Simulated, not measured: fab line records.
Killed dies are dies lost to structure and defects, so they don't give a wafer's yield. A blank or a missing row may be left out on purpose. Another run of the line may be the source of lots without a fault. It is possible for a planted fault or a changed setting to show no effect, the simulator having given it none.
Which tool was responsible? | flow n5-finfet | 10 lots with 30 wafers sampled at 5 steps, on a route of 1938 steps

WHAT THE GAUGES READ, wafer by wafer
N5_BEOL_M4_CD_MEAS_18: pitch 36 nm, target cd 18 nm.
lot  | measured     | on        | cd-nm (nm)
L819 | day 7 16:30  | cd-sem-01 | 18.0 18.1 18.5
L820 | day 8 07:06  | cd-sem-03 | 18.2 18.2 18.3
L829 | day 10 14:43 | cd-sem-02 | 17.9 18.6 18.3
L830 | day 10 17:07 | cd-sem-01 | 18.0 17.7 17.8
L831 | day 10 17:19 | cd-sem-01 | 18.3 17.6 17.4
L832 | day 11 00:46 | cd-sem-02 | 18.1 18.6 18.3
L836 | day 11 21:10 | cd-sem-02 | 17.7 18.2 18.5
L835 | day 11 22:32 | cd-sem-01 | 18.1 18.3 17.8
L840 | day 12 23:56 | cd-sem-01 | 17.5 18.1 17.9
L841 | day 13 00:07 | cd-sem-02 | 17.6 18.1 17.7

N5_BEOL_M4_CD_MEAS_28: target cd 26.2 nm, target cd y 24.1 nm.
lot  | measured     | on        | cd-nm (nm)
L819 | day 7 16:49  | cd-sem-01 | 26.04 26.32 25.88
L820 | day 8 07:26  | cd-sem-02 | 26.36 25.72 26.17
L829 | day 10 15:09 | cd-sem-02 | 26.40 26.46 26.46
L830 | day 10 17:26 | cd-sem-02 | 26.00 26.16 26.13
L831 | day 10 17:45 | cd-sem-01 | 26.17 25.88 26.26
L832 | day 11 01:13 | cd-sem-02 | 26.51 26.24 26.57
L836 | day 11 21:29 | cd-sem-02 | 26.14 26.27 25.92
L835 | day 11 22:59 | cd-sem-01 | 26.44 26.41 26.17
L840 | day 13 00:16 | cd-sem-02 | 26.17 26.59 26.58
L841 | day 13 00:26 | cd-sem-01 | 25.84 26.06 26.01

N5_BEOL_M4_OCD_MEAS_38.
lot  | measured     | on     | trench-depth-nm (nm)
L819 | day 7 21:26  | ocd-02 | 56.3 57.4 57.5
L820 | day 8 08:31  | ocd-02 | 57.9 57.6 57.2
L829 | day 10 17:28 | ocd-01 | 57.8 57.4 57.2
L830 | day 10 20:28 | ocd-01 | 56.9 58.0 56.5
L831 | day 10 20:35 | ocd-01 | 56.6 55.9 56.8
L832 | day 11 02:23 | ocd-01 | 54.1 55.4 54.7
L836 | day 12 00:16 | ocd-02 | 55.3 55.0 54.4
L835 | day 12 01:01 | ocd-02 | 55.3 54.9 54.8
L840 | day 13 03:03 | ocd-01 | 55.9 54.6 54.7
L841 | day 13 22:22 | ocd-02 | 54.5 55.6 54.6

N5_BEOL_M4_RC_MEAS_101.
lot  | measured     | on        | DIBL_N (mV/V)  | DIBL_P (mV/V)  | IOFF_N (nA/um)    | IOFF_P (nA/um) | ION_N (uA/um) | ION_P (uA/um) | SS_N (mV/dec)  | SS_P (mV/dec)  | VT_N (mV)         | VT_P (mV)
L819 | day 8 02:38  | prober-01 | 37.6 37.3 38.0 | 39.4 37.8 39.2 | 0.203 0.181 0.197 | 0.29 0.25 0.28 | 694 679 679   | 475 466 470   | 71.2 71.3 71.7 | 74.3 73.5 74.9 | 245.8 249.1 247.4 | -247 -248 -246
L820 | day 8 13:29  | prober-01 | 37.0 36.9 37.1 | 36.1 36.0 36.1 | 0.146 0.146 0.148 | 0.19 0.20 0.20 | 678 675 672   | 461 462 461   | 71.5 70.6 70.9 | 73.5 72.9 73.4 | 249.8 247.4 248.0 | -253 -249 -250
L829 | day 10 21:23 | prober-01 | 35.2 34.9 33.5 | 34.7 33.7 31.6 | 0.149 0.131 0.115 | 0.19 0.18 0.15 | 680 663 658   | 466 459 449   | 71.2 71.7 71.1 | 73.7 73.0 72.5 | 248.8 252.6 254.1 | -253 -254 -255
L830 | day 11 00:38 | prober-02 | 37.1 36.8 37.4 | 39.3 40.2 40.5 | 0.176 0.175 0.181 | 0.24 0.27 0.27 | 677 670 674   | 463 463 466   | 72.4 72.5 72.5 | 73.6 74.6 74.3 | 250.6 249.6 247.8 | -246 -246 -246
L831 | day 11 02:07 | prober-02 | 34.3 36.4 35.6 | 32.5 34.9 34.2 | 0.132 0.166 0.152 | 0.19 0.22 0.21 | 662 676 670   | 465 470 461   | 70.9 71.2 71.0 | 73.3 73.4 74.0 | 250.2 247.7 249.4 | -251 -250 -250
L832 | day 11 06:49 | prober-02 | 41.2 36.5 35.5 | 40.8 34.4 32.9 | 0.240 0.138 0.124 | 0.32 0.21 0.18 | 677 662 657   | 468 464 455   | 72.2 71.1 71.1 | 76.2 73.5 72.4 | 245.5 253.0 253.3 | -248 -251 -249
L836 | day 12 04:27 | prober-01 | 38.4 37.9 37.8 | 38.2 37.6 38.1 | 0.189 0.169 0.193 | 0.24 0.24 0.25 | 696 677 708   | 480 464 484   | 72.0 71.6 72.4 | 73.4 73.5 74.2 | 246.2 245.0 243.7 | -250 -249 -245
L835 | day 12 05:23 | prober-01 | 35.7 33.8 37.9 | 36.8 33.9 39.5 | 0.139 0.118 0.169 | 0.22 0.17 0.27 | 681 674 676   | 472 468 471   | 71.1 70.9 71.7 | 73.4 72.4 73.9 | 252.4 253.6 244.6 | -251 -252 -246
L840 | day 13 08:35 | prober-02 | 33.4 34.7 36.5 | 33.0 34.8 36.2 | 0.126 0.147 0.164 | 0.19 0.22 0.26 | 679 681 678   | 469 472 474   | 71.3 71.5 72.4 | 72.9 73.4 73.0 | 252.8 252.4 248.7 | -251 -247 -246
L841 | day 14 02:40 | prober-01 | 37.7 38.0 35.4 | 38.6 37.2 34.7 | 0.167 0.171 0.135 | 0.25 0.22 0.18 | 676 680 667   | 467 469 455   | 71.3 71.0 71.3 | 73.1 72.6 72.9 | 249.5 249.2 252.4 | -246 -248 -251

TOOL THAT RAN EACH LOT (tool first, then ch and the chambers of the sampled wafers, then the start)
lot  | N5_BEOL_M4_ETCH_70
L819 | rie-diel-02 ch 0,1, day 7 21:05
L820 | rie-diel-06 ch 1,3, day 8 08:10
L829 | rie-diel-06 ch 0,1,3, day 10 17:07
L830 | rie-diel-06 ch 0,3, day 10 20:07
L831 | rie-diel-02 ch 0,3, day 10 20:13
L832 | rie-diel-01 ch 0,1,2, day 11 02:01
L836 | rie-diel-01 ch 1,2, day 11 23:54
L835 | rie-diel-01 ch 0,2, day 12 00:40
L840 | rie-diel-01 ch 0,3, day 13 02:41
L841 | rie-diel-01 ch 1,2,3, day 13 22:01
- N5_BEOL_M4_ETCH_70: etches SOC in N2/H2, target depth 80 nm, overetch 24 nm, time 130 s.

WHAT THE TOOLS THEMSELVES READ (means of the sampled wafers that have a number; where no wafer has one, the mark that the record gives instead)
N5_BEOL_M4_ETCH_70.
lot  | tool        | drypump-motor-current-A (A) | h2-flow-sccm (sccm) | oes-product-au (a.u.) | rf-vpp-V (V) | showerhead-plenum-p-Torr (Torr) | throttle-valve-pct (%)
L819 | rie-diel-02 | 5.8                         | 199.9               | 0.63                  | 525.6        | 2.62                            | 17.7
L820 | rie-diel-06 | 5.8                         | 200.0               | 0.62                  | 522.3        | 2.47                            | 17.7
L829 | rie-diel-06 | 5.9                         | 219.7               | 0.61                  | 523.3        | 2.60                            | 18.3
L830 | rie-diel-06 | 5.7                         | 219.9               | 0.60                  | 525.6        | 2.67                            | 18.3
L831 | rie-diel-02 | 5.7                         | 200.3               | 0.63                  | 526.8        | 2.62                            | 17.7
L832 | rie-diel-01 | 5.3                         | 200.4               | 0.57                  | 523.7        | 2.52                            | 17.9
L836 | rie-diel-01 | 5.8                         | 200.1               | 0.61                  | 524.2        | 2.53                            | 17.9
L835 | rie-diel-01 | 5.7                         | 199.8               | 0.60                  | 524.2        | 2.56                            | 17.7
L840 | rie-diel-01 | 4.9                         | 199.5               | 0.55                  | 522.9        | 2.49                            | 17.7
L841 | rie-diel-01 | 5.5                         | 200.2               | 0.59                  | 521.6        | 2.48                            | 17.9

THE ANSWER, worked out from the rows above alone
Rule: usual is defined by the lots themselves. The widest of any qualifying gaps counts: lots, ordered by their means at a reading, are off when they make up no more than a third of the lots, leave a main group of 4 or more, and stand apart from it by 3 or more times the standard deviation of that group's means. Not used: any main group whose means are identical at the precision the tables above print for the reading. Also off: a lot with no number at a reading for which 4 or more lots have one. All remaining lots with rows at the step are treated as sound. First the gauges in route order, then the tools' own readings, where a lot's mean is used as printed above. The first step at which some lot is off is used, and at that step the reading that is off furthest; a lot without a number counts as furthest.
Off: L829, L830 (N5_BEOL_M4_ETCH_70, h2-flow-sccm). Mean 200.0 sccm and standard deviation 0.27 in the main group.
If a tool, at that step or one of the process steps before it, ran each lot that is off and ran no sound lot following the first of them, it fits. One fits: N5_BEOL_M4_ETCH_70 on rie-diel-06. Its last sound lot is L820 (day 8 08:10), its first lot that is off L829 (day 10 17:07): a fault that began between those two fits.
The tool's own readings at N5_BEOL_M4_ETCH_70 bear it out: on the lots that are off they differ by more than 5 times the standard deviation of the sound lots' means. h2-flow-sccm reads 219.8 sccm there against 200.0 sccm on the sound lots; throttle-valve-pct reads 18.3 % there against 17.8 % on the sound lots.

WHAT THE SIMULATOR HAD PUT IN
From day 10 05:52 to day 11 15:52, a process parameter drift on rie-diel-06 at N5_BEOL_M4_ETCH_70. From 200, the setting h2-flow-sccm moved by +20. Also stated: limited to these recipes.
Struck lots among those shown: L829, L830. This agrees with what the rule above found.
